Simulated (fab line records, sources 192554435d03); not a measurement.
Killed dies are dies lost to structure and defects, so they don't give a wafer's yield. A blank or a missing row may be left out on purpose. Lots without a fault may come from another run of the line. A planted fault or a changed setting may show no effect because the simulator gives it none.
Which tool did it? | flow n5_finfet | 9 lots, 27 wafers sampled, at 8 steps of a route of 1938

WHAT THE GAUGES READ, wafer by wafer
N5_STI_FIN_REVEAL_FIN_H_MEAS_10. Usual: trench_depth_nm 52.0 nm, standard deviation 0.74.
lot  | measured    | on     | trench_depth_nm (nm) | flag
L248 | day 2 18:43 | ocd-01 | 52.1 52.1 51.2       |
L251 | day 3 13:07 | ocd-02 | 51.4 51.6 51.2       |
L253 | day 4 00:23 | ocd-01 | 51.1 50.5 51.0       |
L254 | day 4 07:25 | ocd-01 | 51.9 51.5 51.7       |
L255 | day 4 12:08 | ocd-02 | 51.8 51.1 51.2       |
L256 | day 4 18:58 | ocd-02 | 52.1 51.1 53.1       |
L261 | day 6 05:05 | ocd-02 | 51.1 51.1 52.3       |
L263 | day 6 13:14 | ocd-01 | 52.6 52.1 53.1       |
L265 | day 7 00:19 | ocd-01 | 52.2 52.5 52.8       |

N5_DUMMY_GATE_CD_MEAS_15: target cd 25.8 nm. Usual: cd_nm 25.05 nm, standard deviation 0.24.
lot  | measured    | on        | cd_nm (nm)        | flag
L248 | day 3 07:12 | cd_sem-02 | 25.16 24.92 25.45 |
L251 | day 4 00:14 | cd_sem-03 | 24.79 24.87 25.28 |
L253 | day 4 08:58 | cd_sem-01 | 24.80 24.61 25.08 |
L254 | day 4 18:04 | cd_sem-01 | 25.14 24.64 25.25 |
L255 | day 4 21:02 | cd_sem-03 | 25.11 24.84 24.73 |
L256 | day 5 03:32 | cd_sem-03 | 25.00 24.88 24.84 |
L261 | day 6 13:46 | cd_sem-01 | 27.11 27.10 27.39 | OFF
L263 | day 6 21:47 | cd_sem-03 | 25.00 25.30 25.45 |
L265 | day 7 09:01 | cd_sem-01 | 26.92 27.11 26.75 | OFF

N5_DUMMY_GATE_CD_MEAS_50: target cd 14 nm. Usual: cd_nm 13.9 nm, standard deviation 0.39.
lot  | measured    | on        | cd_nm (nm)     | flag
L248 | day 3 07:43 | cd_sem-01 | 14.5 14.0 14.4 |
L251 | day 4 00:44 | cd_sem-02 | 14.2 14.4 14.2 |
L253 | day 4 09:38 | cd_sem-01 | 13.8 14.2 13.5 |
L254 | day 4 18:49 | cd_sem-02 | 13.9 14.2 14.4 |
L255 | day 4 21:38 | cd_sem-01 | 13.8 14.3 13.2 |
L256 | day 5 04:02 | cd_sem-01 | 13.4 13.5 14.0 |
L261 | day 6 14:16 | cd_sem-01 | 15.5 15.3 15.9 | OFF
L263 | day 6 22:42 | cd_sem-01 | 14.1 13.8 14.3 |
L265 | day 7 09:38 | cd_sem-03 | 15.5 15.9 16.4 | OFF

N5_DUMMY_GATE_CD_MEAS_24: target cd 15 nm. Usual: cd_nm 14.9 nm, standard deviation 0.43.
lot  | measured    | on        | cd_nm (nm)     | flag
L248 | day 3 08:13 | cd_sem-03 | 14.8 14.4 15.0 |
L251 | day 4 01:14 | cd_sem-02 | 15.1 15.6 15.4 |
L253 | day 4 10:12 | cd_sem-01 | 14.4 14.8 14.8 |
L254 | day 4 19:19 | cd_sem-03 | 14.6 15.6 15.5 |
L255 | day 4 22:11 | cd_sem-01 | 14.9 14.7 14.8 |
L256 | day 5 04:32 | cd_sem-01 | 14.4 14.0 14.5 |
L261 | day 6 14:46 | cd_sem-01 | 16.5 17.0 16.8 | OFF
L263 | day 6 23:35 | cd_sem-01 | 14.9 15.0 15.0 |
L265 | day 7 10:08 | cd_sem-02 | 16.5 17.2 17.1 | OFF

N5_BEOL_M4_RC_MEAS_101. Usual: DIBL_N 36.9 mV/V, standard deviation 1.7; DIBL_P 37.3 mV/V, standard deviation 2.3; IOFF_N 0.16 nA/um, standard deviation 0.033; IOFF_P 0.22 nA/um, standard deviation 0.04; ION_N 673 uA/um, standard deviation 12; ION_P 463 uA/um, standard deviation 8; SS_N 71.6 mV/dec, standard deviation 0.58; SS_P 73.4 mV/dec, standard deviation 0.74; VT_N 250 mV, standard deviation 3.2; VT_P -250 mV, standard deviation 3.4.
lot  | measured     | on        | DIBL_N (mV/V)  | DIBL_P (mV/V)  | IOFF_N (nA/um) | IOFF_P (nA/um) | ION_N (uA/um) | ION_P (uA/um) | SS_N (mV/dec)  | SS_P (mV/dec)  | VT_N (mV)   | VT_P (mV)      | flag
L248 | day 8 13:19  | prober-02 | 35.8 36.7 36.7 | 38.3 38.5 39.2 | 0.15 0.16 0.16 | 0.19 0.20 0.21 | 669 675 667   | 455 463 458   | 71.9 71.5 71.4 | 74.0 73.6 74.5 | 251 249 250 | -256 -255 -254 |
L251 | day 9 02:05  | prober-01 | 38.5 35.9 35.7 | 38.0 34.2 33.9 | 0.19 0.13 0.14 | 0.23 0.18 0.17 | 677 656 658   | 456 452 446   | 72.2 71.5 71.7 | 73.7 72.1 72.0 | 247 252 253 | -252 -255 -257 |
L253 | day 9 13:07  | prober-02 | 36.4 37.5 35.8 | 38.5 39.4 37.3 | 0.17 0.19 0.16 | 0.25 0.26 0.23 | 664 675 666   | 460 465 461   | 72.0 71.8 71.3 | 73.9 73.2 73.3 | 248 248 248 | -251 -251 -249 |
L254 | day 10 02:21 | prober-01 | 40.5 37.7 36.3 | 41.6 37.0 35.5 | 0.24 0.17 0.14 | 0.30 0.21 0.19 | 687 668 661   | 473 462 454   | 72.5 71.4 71.3 | 74.3 73.4 72.9 | 245 249 251 | -245 -250 -251 |
L255 | day 10 01:18 | prober-02 | 36.2 35.7 37.7 | 35.5 36.2 37.3 | 0.13 0.13 0.16 | 0.18 0.18 0.21 | 659 655 664   | 453 452 457   | 72.0 71.5 72.6 | 73.3 72.9 72.8 | 256 255 252 | -252 -252 -250 |
L256 | day 10 06:06 | prober-01 | 38.8 40.4 39.5 | 40.5 43.5 43.2 | 0.21 0.25 0.25 | 0.24 0.30 0.30 | 681 695 703   | 464 458 476   | 71.4 72.5 71.6 | 74.4 75.2 75.5 | 245 245 241 | -252 -245 -247 |
L261 | day 11 14:55 | prober-02 | 31.2 31.1 30.0 | 29.5 28.5 28.6 | 0.09 0.09 0.09 | 0.15 0.13 0.14 | 652 650 674   | 459 452 466   | 69.7 69.7 69.6 | 71.4 70.9 71.2 | 256 254 255 | -253 -257 -254 | OFF
L263 | day 12 03:09 | prober-02 | 36.6 34.0 36.0 | 36.8 33.8 36.7 | 0.16 0.12 0.16 | 0.22 0.17 0.21 | 674 660 693   | 465 457 469   | 72.5 71.4 71.6 | 73.8 72.9 73.8 | 251 254 249 | -250 -254 -249 |
L265 | day 12 07:57 | prober-01 | 31.5 30.8 30.3 | 28.7 28.8 28.1 | 0.08 0.08 0.08 | 0.13 0.13 0.12 | 635 643 642   | 448 450 445   | 69.7 69.5 70.2 | 72.0 71.4 71.6 | 260 259 257 | -256 -255 -256 | OFF

WHICH TOOL RAN EACH LOT (tool, then ch and the chambers of the sampled wafers, then the start)
lot  | N5_STI_FIN_REVEAL_RECESS_09       | N5_DUMMY_GATE_EXPOSE_12          | N5_DUMMY_GATE_ETCH_37
L248 | vapor_etch-02 ch 0,1, day 2 16:01 | euv_scanner-02 ch 0, day 3 07:05 | rie_diel-05 ch 0,2,3, day 3 07:29
L251 | vapor_etch-01 ch 0,1, day 3 10:24 | euv_scanner-01 ch 0, day 4 00:06 | rie_diel-05 ch 1,2, day 4 00:30
L253 | vapor_etch-02 ch 0,1, day 3 22:13 | euv_scanner-01 ch 0, day 4 08:51 | rie_diel-03 ch 2,3, day 4 09:14
L254 | vapor_etch-02 ch 0,1, day 4 04:42 | euv_scanner-02 ch 0, day 4 17:56 | rie_diel-05 ch 1,2,3, day 4 18:20
L255 | vapor_etch-02 ch 0,1, day 4 09:58 | euv_scanner-02 ch 0, day 4 20:55 | rie_diel-03 ch 2,3, day 4 21:19
L256 | vapor_etch-02 ch 1, day 4 16:16   | euv_scanner-02 ch 0, day 5 03:24 | rie_diel-03 ch 1,2,3, day 5 03:48
L261 | vapor_etch-01 ch 0,1, day 6 02:20 | euv_scanner-02 ch 0, day 6 13:38 | rie_diel-03 ch 0,1, day 6 14:02
L263 | vapor_etch-02 ch 0,1, day 6 10:32 | euv_scanner-01 ch 0, day 6 21:40 | rie_diel-05 ch 0,3, day 6 22:25
L265 | vapor_etch-01 ch 0,1, day 6 21:33 | euv_scanner-02 ch 0, day 7 08:54 | rie_diel-05 ch 0,3, day 7 09:24
- N5_STI_FIN_REVEAL_RECESS_09: chemistry HF/NH3, target SiO2, afs cycles 11, target depth 42.5 nm, sublimation time 60 s.
- N5_DUMMY_GATE_EXPOSE_12: exposes mask GATE, target cd 25 nm.
- N5_DUMMY_GATE_ETCH_37: etches SOC in N2/H2, target depth 60 nm, overetch 30 nm.

WHAT THE TOOLS THEMSELVES READ (means of the sampled wafers that have a number; where no wafer has one, the mark that the record gives instead)
N5_STI_FIN_REVEAL_RECESS_09. Usual: drypump_motor_current_A 5.55 A, standard deviation 0.21.
lot  | tool          | drypump_motor_current_A (A) | flag
L248 | vapor_etch-02 | 5.39                        |
L251 | vapor_etch-01 | 5.81                        |
L253 | vapor_etch-02 | 5.42                        |
L254 | vapor_etch-02 | 5.38                        |
L255 | vapor_etch-02 | 5.42                        |
L256 | vapor_etch-02 | 5.38                        |
L261 | vapor_etch-01 | 5.71                        |
L263 | vapor_etch-02 | 5.39                        |
L265 | vapor_etch-01 | 5.72                        |

N5_DUMMY_GATE_EXPOSE_12. Usual: exposure_dose_mJ_cm2 34.15, standard deviation 0.15; focus_offset_nm 0.0 nm, standard deviation 0.58.
lot  | tool           | exposure_dose_mJ_cm2 | focus_offset_nm (nm) | flag
L248 | euv_scanner-02 | 34.30                | 0.2                  |
L251 | euv_scanner-01 | 34.05                | -0.2                 |
L253 | euv_scanner-01 | 33.99                | 0.1                  |
L254 | euv_scanner-02 | 34.31                | 0.4                  |
L255 | euv_scanner-02 | 34.31                | -0.3                 |
L256 | euv_scanner-02 | 34.30                | -0.2                 |
L261 | euv_scanner-02 | 30.65                | 0.2                  | OFF
L263 | euv_scanner-01 | 33.95                | -0.9                 |
L265 | euv_scanner-02 | 31.39                | 0.3                  | OFF

N5_DUMMY_GATE_ETCH_37. Usual: drypump_motor_current_A 5.6 A, standard deviation 0.41; oes_product_au 0.62 a.u., standard deviation 0.067; rf_vpp_V 523.6 V, standard deviation 2.5; showerhead_plenum_p_Torr 2.53 Torr, standard deviation 0.088; throttle_valve_pct 17.79 %, standard deviation 0.28.
lot  | tool        | drypump_motor_current_A (A) | oes_product_au (a.u.) | rf_vpp_V (V) | showerhead_plenum_p_Torr (Torr) | throttle_valve_pct (%) | flag
L248 | rie_diel-05 | 5.8                         | 0.62                  | 524.1        | 2.55                            | 17.84                  |
L251 | rie_diel-05 | 5.7                         | 0.61                  | 523.0        | 2.52                            | 17.78                  |
L253 | rie_diel-03 | 6.0                         | 0.57                  | 522.8        | 2.48                            | 17.77                  |
L254 | rie_diel-05 | 5.6                         | 0.63                  | 523.0        | 2.52                            | 17.73                  |
L255 | rie_diel-03 | 6.0                         | 0.56                  | 521.5        | 2.48                            | 17.78                  |
L256 | rie_diel-03 | 5.6                         | 0.56                  | 524.0        | 2.54                            | 17.94                  |
L261 | rie_diel-03 | 5.5                         | 0.57                  | 527.3        | 2.65                            | 18.23                  |
L263 | rie_diel-05 | 5.9                         | 0.72                  | 523.4        | 2.53                            | 17.54                  |
L265 | rie_diel-05 | 5.9                         | 0.71                  | 523.3        | 2.53                            | 17.56                  |

THE ANSWER, worked out from the rows above alone
Rule: a lot is off if the mean of its wafers that have a number lies more than 3 standard deviations from the usual mean. A lot without any number at a reading at which 4 lots or more have one is off too. The other lots that the step has rows for count as sound. The gauges are gone through in route order, then the tools' own readings, and for those a lot's mean is taken as printed above. The first step at which some lot is off is used, and at that step the reading that is off furthest; a lot without a number counts as furthest.
Off: L261, L265, at N5_DUMMY_GATE_CD_MEAS_15 (cd_nm).
A tool fits if, at a process step before that reading, it ran every lot that is off, and no sound lot after the first of them. The gauges at N5_DUMMY_GATE_CD_MEAS_15 aren't tried: what is off there is off at N5_BEOL_M4_RC_MEAS_101 too, on other tools, and a gauge's error can't cause that. Can't be told from this: 2 tools fit, vapor_etch-01 at N5_STI_FIN_REVEAL_RECESS_09, euv_scanner-02 at N5_DUMMY_GATE_EXPOSE_12.

WHAT THE SIMULATOR HAD PUT IN
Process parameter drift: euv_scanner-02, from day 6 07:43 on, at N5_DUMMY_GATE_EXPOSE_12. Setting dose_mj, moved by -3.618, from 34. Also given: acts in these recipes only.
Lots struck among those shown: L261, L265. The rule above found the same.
